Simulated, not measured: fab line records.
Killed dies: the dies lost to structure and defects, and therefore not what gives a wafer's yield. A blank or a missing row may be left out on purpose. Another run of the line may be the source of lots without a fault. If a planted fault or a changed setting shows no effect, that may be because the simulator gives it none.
What tool caused it? + flow n5 finfet + 72 wafers from 24 lots sampled at 6 of the route's 1938 steps

WHAT THE GAUGES SHOWED, per wafer
N5_BEOL_M10_RS_MEAS_57: uses a four-point probe to measure.
| lot  | measured     | on            | M10_RS (ohm/sq)   |
|------|--------------|---------------|-------------------|
| L074 | day 9 15:40  | film metro-01 | 0.148 0.148 0.152 |
| L076 | day 10 03:44 | film metro-02 | 0.147 0.152 0.152 |
| L075 | day 10 09:44 | film metro-02 | 0.152 0.144 0.151 |
| L077 | day 11 04:15 | film metro-01 | 0.149 0.148 0.150 |
| L079 | day 11 07:50 | film metro-01 | 0.152 0.150 0.155 |
| L081 | day 11 12:23 | film metro-01 | 0.153 0.148 0.152 |
| L078 | day 11 12:46 | film metro-01 | 0.145 0.146 0.146 |
| L080 | day 11 13:19 | film metro-01 | 0.149 0.151 0.148 |
| L082 | day 11 16:05 | film metro-01 | 0.152 0.152 0.154 |
| L083 | day 12 11:29 | film metro-02 | 0.146 0.149 0.153 |
| L084 | day 12 11:51 | film metro-01 | 0.147 0.149 0.148 |
| L085 | day 12 20:46 | film metro-01 | 0.149 0.153 0.149 |
| L086 | day 13 08:58 | film metro-01 | 0.151 0.153 0.151 |
| L088 | day 13 10:08 | film metro-02 | 0.152 0.152 0.151 |
| L087 | day 13 11:47 | film metro-02 | 0.149 0.151 0.150 |
| L089 | day 14 02:48 | film metro-02 | 0.150 0.151 0.154 |
| L092 | day 14 06:29 | film metro-02 | 0.154 0.155 0.154 |
| L091 | day 14 06:39 | film metro-02 | 0.157 0.154 0.154 |
| L090 | day 14 06:56 | film metro-01 | 0.149 0.150 0.151 |
| L093 | day 14 17:07 | film metro-02 | 0.149 0.150 0.152 |
| L094 | day 15 01:30 | film metro-02 | 0.153 0.153 0.152 |
| L095 | day 15 02:37 | film metro-01 | 0.152 0.153 0.150 |
| L096 | day 16 00:29 | film metro-02 | 0.151 0.152 0.151 |
| L097 | day 16 01:14 | film metro-02 | 0.149 0.149 0.145 |

N5_BEOL_M11_RS_MEAS_57: uses a four-point probe to measure.
| lot  | measured     | on            | M11_RS (ohm/sq)   |
|------|--------------|---------------|-------------------|
| L074 | day 10 02:02 | film metro-01 | 0.149 0.153 0.147 |
| L076 | day 10 10:35 | film metro-02 | 0.148 0.145 0.145 |
| L075 | day 10 15:50 | film metro-01 | 0.147 0.143 0.142 |
| L077 | day 11 11:36 | film metro-01 | 0.147 0.153 0.150 |
| L079 | day 11 18:37 | film metro-01 | 0.146 0.147 0.157 |
| L081 | day 11 21:04 | film metro-01 | 0.146 0.154 0.147 |
| L078 | day 11 21:47 | film metro-01 | 0.148 0.146 0.146 |
| L080 | day 11 21:23 | film metro-01 | 0.149 0.150 0.148 |
| L082 | day 12 00:14 | film metro-02 | 0.157 0.152 0.150 |
| L083 | day 12 21:18 | film metro-02 | 0.151 0.148 0.145 |
| L084 | day 12 21:08 | film metro-01 | 0.150 0.151 0.150 |
| L085 | day 13 05:56 | film metro-02 | 0.153 0.156 0.148 |
| L086 | day 13 15:10 | film metro-02 | 0.156 0.151 0.149 |
| L088 | day 13 19:14 | film metro-02 | 0.147 0.149 0.150 |
| L087 | day 13 19:48 | film metro-01 | 0.157 0.157 0.158 |
| L089 | day 14 10:56 | film metro-01 | 0.157 0.155 0.145 |
| L092 | day 14 17:54 | film metro-01 | 0.151 0.152 0.153 |
| L091 | day 14 16:25 | film metro-01 | 0.151 0.151 0.149 |
| L090 | day 14 18:10 | film metro-02 | 0.149 0.151 0.154 |
| L093 | day 15 01:00 | film metro-01 | 0.150 0.150 0.151 |
| L094 | day 15 06:43 | film metro-02 | 0.148 0.148 0.149 |
| L095 | day 15 10:03 | film metro-02 | 0.144 0.152 0.147 |
| L096 | day 16 08:43 | film metro-02 | 0.142 0.150 0.144 |
| L097 | day 16 08:59 | film metro-02 | 0.155 0.153 0.153 |

N5_BEOL_M11_INSPECT_58: inspects for defects (darkfield).
| lot  | measured     | on                | raw defect count |
|------|--------------|-------------------|------------------|
| L074 | day 10 02:04 | defect inspect-02 | 100 98 89        |
| L076 | day 10 10:37 | defect inspect-01 | 85 135 84        |
| L075 | day 10 15:52 | defect inspect-02 | 58 128 69        |
| L077 | day 11 11:38 | defect inspect-02 | 52 57 44         |
| L079 | day 11 18:38 | defect inspect-02 | 52 88 67         |
| L081 | day 11 21:05 | defect inspect-02 | 48 60 73         |
| L078 | day 11 21:49 | defect inspect-02 | 50 42 48         |
| L080 | day 11 21:25 | defect inspect-01 | 84 60 53         |
| L082 | day 12 00:16 | defect inspect-02 | 103 80 97        |
| L083 | day 12 21:19 | defect inspect-01 | 59 149 85        |
| L084 | day 12 21:10 | defect inspect-01 | 47 86 45         |
| L085 | day 13 05:57 | defect inspect-01 | 91 63 82         |
| L086 | day 13 15:11 | defect inspect-02 | 37 89 70         |
| L088 | day 13 19:16 | defect inspect-01 | 94 98 76         |
| L087 | day 13 19:50 | defect inspect-02 | 59 44 49         |
| L089 | day 14 10:58 | defect inspect-02 | 89 86 99         |
| L092 | day 14 17:56 | defect inspect-02 | 48 45 33         |
| L091 | day 14 16:26 | defect inspect-02 | 47 40 43         |
| L090 | day 14 18:12 | defect inspect-01 | 94 110 100       |
| L093 | day 15 01:02 | defect inspect-01 | 65 53 63         |
| L094 | day 15 06:44 | defect inspect-01 | 94 82 53         |
| L095 | day 15 10:05 | defect inspect-02 | 57 36 78         |
| L096 | day 16 08:44 | defect inspect-02 | 61 81 80         |
| L097 | day 16 09:01 | defect inspect-01 | 98 47 111        |

WHAT TOOL EACH LOT RAN ON (gives the tool, then ch and the chambers of the sampled wafers, and finally the start)
| lot  | N5_BEOL_M10_DEP_56              | N5_BEOL_M11_DEGAS_44         | N5_BEOL_M11_SURFACE_TREAT_76 |
|------|---------------------------------|------------------------------|------------------------------|
| L074 | pecvd-04 ch 0,2, day 9 15:35    | pvd sputter-02, day 10 00:08 | pvd sputter-01, day 10 00:38 |
| L076 | pecvd-02 ch 0,1,2, day 10 03:40 | pvd sputter-01, day 10 08:11 | pvd sputter-03, day 10 08:37 |
| L075 | pecvd-04 ch 0,1,2, day 10 09:40 | pvd sputter-01, day 10 13:59 | pvd sputter-02, day 10 14:32 |
| L077 | pecvd-01 ch 0,1, day 11 04:10   | pvd sputter-01, day 11 09:47 | pvd sputter-03, day 11 10:20 |
| L079 | pecvd-04 ch 0,2, day 11 07:46   | pvd sputter-02, day 11 14:50 | pvd sputter-01, day 11 15:20 |
| L081 | pecvd-04 ch 0,1, day 11 12:18   | pvd sputter-03, day 11 18:17 | pvd sputter-03, day 11 18:51 |
| L078 | pecvd-04 ch 0,2, day 11 12:41   | pvd sputter-01, day 11 20:04 | pvd sputter-01, day 11 20:37 |
| L080 | pecvd-02 ch 0,2, day 11 13:14   | pvd sputter-03, day 11 18:38 | pvd sputter-02, day 11 19:02 |
| L082 | pecvd-02 ch 0,1, day 11 16:01   | pvd sputter-02, day 11 21:02 | pvd sputter-03, day 11 21:29 |
| L083 | pecvd-01 ch 0,1,2, day 12 11:25 | pvd sputter-02, day 12 17:57 | pvd sputter-02, day 12 18:31 |
| L084 | pecvd-02 ch 0,1,2, day 12 11:47 | pvd sputter-02, day 12 18:02 | pvd sputter-01, day 12 18:40 |
| L085 | pecvd-01 ch 0,1,2, day 12 20:41 | pvd sputter-02, day 13 02:23 | pvd sputter-02, day 13 04:31 |
| L086 | pecvd-04 ch 1,2, day 13 08:54   | pvd sputter-02, day 13 13:35 | pvd sputter-03, day 13 14:03 |
| L088 | pecvd-04 ch 0,1,2, day 13 10:03 | pvd sputter-01, day 13 15:50 | pvd sputter-01, day 13 17:51 |
| L087 | pecvd-02 ch 1,2, day 13 11:42   | pvd sputter-02, day 13 18:09 | pvd sputter-03, day 13 18:37 |
| L089 | pecvd-04 ch 0,2, day 14 02:43   | pvd sputter-01, day 14 09:14 | pvd sputter-01, day 14 09:44 |
| L092 | pecvd-02 ch 1,2, day 14 06:25   | pvd sputter-02, day 14 14:56 | pvd sputter-01, day 14 15:41 |
| L091 | pecvd-01 ch 1,2, day 14 06:33   | pvd sputter-02, day 14 14:22 | pvd sputter-03, day 14 14:46 |
| L090 | pecvd-04 ch 0,1,2, day 14 06:52 | pvd sputter-01, day 14 16:25 | pvd sputter-01, day 14 16:59 |
| L093 | pecvd-04 ch 0,1,2, day 14 17:02 | pvd sputter-01, day 14 22:35 | pvd sputter-03, day 14 23:01 |
| L094 | pecvd-02 ch 0,2, day 15 01:25   | pvd sputter-01, day 15 04:56 | pvd sputter-01, day 15 05:22 |
| L095 | pecvd-04 ch 0,1,2, day 15 02:32 | pvd sputter-02, day 15 08:17 | pvd sputter-03, day 15 08:44 |
| L096 | pecvd-02 ch 0,1,2, day 16 00:25 | pvd sputter-02, day 16 07:10 | pvd sputter-01, day 16 07:34 |
| L097 | pecvd-01 ch 1,2, day 16 01:09   | pvd sputter-03, day 16 07:28 | pvd sputter-03, day 16 07:51 |
- N5_BEOL_M10_DEP_56: deposits SiCN from 3MS/NH3, target thk 15 nm, time 26.5 s.
- N5_BEOL_M11_DEGAS_44: time 60 s.
- N5_BEOL_M11_SURFACE_TREAT_76

AS READ BY THE TOOLS THEMSELVES (means over the sampled wafers that have a number; for cases with no such wafer, the mark the record gives instead)
N5_BEOL_M10_DEP_56.
| lot  | tool     | showerhead plenum p Torr (Torr) | throttle valve pct (%) |
|------|----------|---------------------------------|------------------------|
| L074 | pecvd-04 | 3.671                           | 8.7                    |
| L076 | pecvd-02 | 3.667                           | 9.3                    |
| L075 | pecvd-04 | 3.671                           | 8.9                    |
| L077 | pecvd-01 | 3.672                           | 9.0                    |
| L079 | pecvd-04 | 3.676                           | 8.3                    |
| L081 | pecvd-04 | 3.657                           | 9.3                    |
| L078 | pecvd-04 | 3.679                           | 8.4                    |
| L080 | pecvd-02 | 3.672                           | 9.4                    |
| L082 | pecvd-02 | 3.663                           | 9.5                    |
| L083 | pecvd-01 | 3.668                           | 8.7                    |
| L084 | pecvd-02 | 3.670                           | 9.2                    |
| L085 | pecvd-01 | 3.671                           | 8.8                    |
| L086 | pecvd-04 | 3.677                           | 8.7                    |
| L088 | pecvd-04 | 3.671                           | 9.0                    |
| L087 | pecvd-02 | 3.665                           | 9.1                    |
| L089 | pecvd-04 | 3.672                           | 8.4                    |
| L092 | pecvd-02 | 3.671                           | 9.0                    |
| L091 | pecvd-01 | 3.671                           | 8.9                    |
| L090 | pecvd-04 | 3.670                           | 8.9                    |
| L093 | pecvd-04 | 3.664                           | 9.0                    |
| L094 | pecvd-02 | 3.664                           | 9.2                    |
| L095 | pecvd-04 | 3.667                           | 8.9                    |
| L096 | pecvd-02 | 3.666                           | 9.2                    |
| L097 | pecvd-01 | 3.673                           | 8.6                    |

N5_BEOL_M11_DEGAS_44.
| lot  | tool           | heater power w (W) |
|------|----------------|--------------------|
| L074 | pvd sputter-02 | 422                |
| L076 | pvd sputter-01 | 393                |
| L075 | pvd sputter-01 | 379                |
| L077 | pvd sputter-01 | 389                |
| L079 | pvd sputter-02 | 342                |
| L081 | pvd sputter-03 | 384                |
| L078 | pvd sputter-01 | 395                |
| L080 | pvd sputter-03 | 322                |
| L082 | pvd sputter-02 | 416                |
| L083 | pvd sputter-02 | 345                |
| L084 | pvd sputter-02 | 393                |
| L085 | pvd sputter-02 | 377                |
| L086 | pvd sputter-02 | 379                |
| L088 | pvd sputter-01 | 411                |
| L087 | pvd sputter-02 | 377                |
| L089 | pvd sputter-01 | 358                |
| L092 | pvd sputter-02 | 348                |
| L091 | pvd sputter-02 | 392                |
| L090 | pvd sputter-01 | 355                |
| L093 | pvd sputter-01 | 362                |
| L094 | pvd sputter-01 | 390                |
| L095 | pvd sputter-02 | 426                |
| L096 | pvd sputter-02 | 410                |
| L097 | pvd sputter-03 | 390                |

THE ANSWER, worked out from the rows above alone
Rule: the lots themselves supply what counts as usual. The widest of any qualifying gaps counts: lots, ordered by their means at a reading, are off when they make up no more than a third of the lots, leave a main group of 4 or more, and stand apart from it by 3 or more times the standard deviation of that group's means. The tables above print the reading to a certain number of digits; a main group whose means all agree to those digits is not used. A lot without any number at a reading at which 4 lots or more have one is off too. All remaining lots with rows at the step are treated as sound. First the gauges in route order, then the tools' own readings, where a lot's mean is used as printed above. At the first step where some lot is off, the reading lying furthest off is the one used; lots without a number count as furthest.
No lot is off at any reading shown: from this, nothing can be told.

WHAT WAS PUT IN BY THE SIMULATOR
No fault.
